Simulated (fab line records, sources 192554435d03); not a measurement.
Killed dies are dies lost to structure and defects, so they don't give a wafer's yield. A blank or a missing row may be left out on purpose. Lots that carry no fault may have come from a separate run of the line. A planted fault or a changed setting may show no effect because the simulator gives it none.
Code-filled problem report in 8D (eight disciplines) form | flow n5 finfet | the parts of the form that need people (team, actions taken, sign-off) are left out

## 1. WHAT IS WRONG
MD_CAP_THK at N5_MOL_CONTACT_COAG_THK_MEAS_29 reads a mean of 18.97 nm on 4 wafers of 3 lots; wafers without a fault read 17.93 nm with a standard deviation of 0.095. That puts it +11 standard deviations away from the usual mean.
First seen on wafer L215.2, day 9 12:19, on film metro-01. At this step, 22 wafers from 8 lots have a number in the record. Rule for "out", or "out of limits": more than 4 standard deviations from the usual mean. The other wafers with a number count as sound.

## 2. WHAT IT IS; WHAT IT IS NOT
question                    | is                             | is not
which readings at this step | MD_CAP_THK                     | -
which lots                  | L215, L217, L218               | L201, L204, L210, L212, L221
which wafers of those lots  | L215.2, L217.2, L217.6, L218.6 | L215.1, L218.1, L218.4
read on which gauges        | film metro-01, film metro-02   | -
when                        | from day 9 12:19               | up to then (13 sound wafers); but 5 sound wafers of L218, L221 came after

## 3. THE SUSPECTS, EACH WITH WHAT RULES IT OUT
Counting: a tool at a process step up to the reading stays a suspect if it ran every lot that is out. Sound lots after the first of them don't rule it out here, since some wafers of a struck lot are sound.
- the gauge at N5_MOL_CONTACT_COAG_THK_MEAS_29 has been ruled out. The wafers that are out were read on 2 gauges (film metro-01, film metro-02).
- cmp-02 at N5_MOL_CONTACT_COAG_CMP_23 (polishes, stops on SiO2, t overpolish 1.5 s, target thk 0 nm): kept. It ran every lot that is out, first L215 (day 9 09:40); its last sound lot up to then is L212 (day 8 20:26). Out on those wafers are its own readings of time to endpoint s.
Left after counting: cmp-02 at N5_MOL_CONTACT_COAG_CMP_23.

## 4. THE CAUSE (what the simulator had put in)
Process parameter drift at N5_MOL_CONTACT_COAG_CMP_23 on cmp-02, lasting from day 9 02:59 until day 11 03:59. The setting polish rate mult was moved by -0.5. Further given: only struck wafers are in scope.
Only this tool survived the counting.

## 5. SEQUENCE OF EFFECTS, ordered by route
One row per reading whose mean, taken over the struck wafers that have a number, lies over 3 standard deviations from the usual. Only readings for which the record gives a usual standard deviation are gone through. hours: the time from each lot's start at the first step in this table that gives one to its start at this step, as a median over the lots. sigmas: the change in usual standard deviations.
hours | step                            | reading            | usual    | on struck wafers | change | sigmas
0     | N5_MOL_CONTACT_COAG_CMP_23      | overpolish run s   | 1.500 s  | 1.377            | -0.123 | -14
0     | N5_MOL_CONTACT_COAG_CMP_23      | time to endpoint s | 10.5 s   | 24.4             | +13.9  | +5.4
3     | N5_MOL_CONTACT_COAG_THK_MEAS_29 | MD_CAP_THK         | 17.93 nm | 18.97            | +1.04  | +11
It contains these process steps:
- N5_MOL_CONTACT_COAG_CMP_23: polishes, stops on SiO2, t overpolish 1.5 s, target thk 0 nm.
Later measuring or inspecting steps at which every struck wafer that the step has a row for has a number for every such reading, and none has moved that far: N5_BEOL_M4_RC_MEAS_101.

## 6. HOW IT WOULD HAVE BEEN CAUGHT EARLIER
Counted from the fault's start at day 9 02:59, it took 9 hours until the first out-of-limits reading at a measuring or inspecting step in this record, taken at day 9 12:19.
At N5_MOL_CONTACT_COAG_CMP_23, the tool's own readings (time to endpoint s) were out on each struck wafer the step has a row for, so an alarm limit on them would have fired on the first such wafer.
L217, L218, from the lots that are out (3), started N5_MOL_CONTACT_COAG_CMP_23 on cmp-02 later than day 9 12:19. A hold on the tool at that time would have spared those 2.
